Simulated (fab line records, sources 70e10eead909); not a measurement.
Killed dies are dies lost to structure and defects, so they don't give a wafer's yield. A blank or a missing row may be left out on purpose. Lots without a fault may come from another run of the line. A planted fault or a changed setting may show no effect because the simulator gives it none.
Problem report in the 8D (eight disciplines) form, filled by code | flow nand_harc | the parts of the form that need people (team, actions taken, sign-off) are left out

1. THE PROBLEM
heater_power_total_W at NHARC_P_CONTACT_SOFTBAKE_07 reads a mean of 323.19 W on 2 wafers of 2 lots; wafers without a fault read 188.45 W with a standard deviation of 0.14. That is +99 or more standard deviations from the usual mean.
The step: time 55 s.
First seen on wafer L602.4, day 13 17:00, on litho_track-06. The record holds 36 wafers of 12 lots with a number at this step. Rule for "out", or "out of limits": more than 4 standard deviations from the usual mean. The other wafers with a number count as sound.

2. WHAT IT IS AND WHAT IT IS NOT
question                    | is                   | is not
which readings at this step | heater_power_total_W | chill_plate_temp_C
which lots                  | L602, L603           | L584, L587, L589, L590, L591, L592, L594, L596, L601, L606
which wafers of those lots  | L602.4, L603.4       | L602.3, L602.5, L603.2, L603.3
read on which tools         | litho_track-06       | litho_track-01, litho_track-04
when                        | from day 13 17:00    | up to then (29 sound wafers); but 5 sound wafers of L603, L606 came after

3. SUSPECTS, AND WHAT RULES EACH OUT
Counting: a tool at a process step up to the reading stays a suspect if it ran every lot that is out. Sound lots after the first of them don't rule it out here, since some wafers of a struck lot are sound.
- plasma_asher-01 at NHARC_P_GATE_STRIP_95 (strips in O2): kept. It ran every lot that is out, first L602 (day 13 14:43); its last sound lot up to then is L601 (day 13 01:13).
- litho_track-06 at NHARC_P_CONTACT_SOFTBAKE_07 (time 55 s): kept. It ran every lot that is out, first L602 (day 13 17:00); its last sound lot up to then is L591 (day 9 03:00). Its own readings are out on those wafers: heater_power_total_W.
Left after counting: plasma_asher-01 at NHARC_P_GATE_STRIP_95, litho_track-06 at NHARC_P_CONTACT_SOFTBAKE_07.

4. THE CAUSE (what the simulator had put in)
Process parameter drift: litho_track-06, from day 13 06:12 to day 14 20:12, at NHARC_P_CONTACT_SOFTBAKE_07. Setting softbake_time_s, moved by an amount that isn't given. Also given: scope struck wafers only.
Counting left 2 suspects, and this tool is among them.

5. THE CHAIN OF EFFECTS, in route order
Each row: a reading whose mean over the struck wafers that have a number lies more than 3 standard deviations from the usual. Only readings for which the record gives a usual standard deviation are gone through. hours: the time from each lot's start at the first step in this table that gives one to its start at this step, as a median over the lots. sigmas: the change in usual standard deviations.
hours | step                        | reading              | usual    | on struck wafers | change  | sigmas
0     | NHARC_P_CONTACT_SOFTBAKE_07 | heater_power_total_W | 188.45 W | 323.19           | +134.74 | +99 or more
The process steps in it:
- NHARC_P_CONTACT_SOFTBAKE_07: time 55 s.

6. WHAT WOULD HAVE CAUGHT IT SOONER
In this record the first reading out of limits was taken at day 13 17:00, 11 hours after the fault began at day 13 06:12.
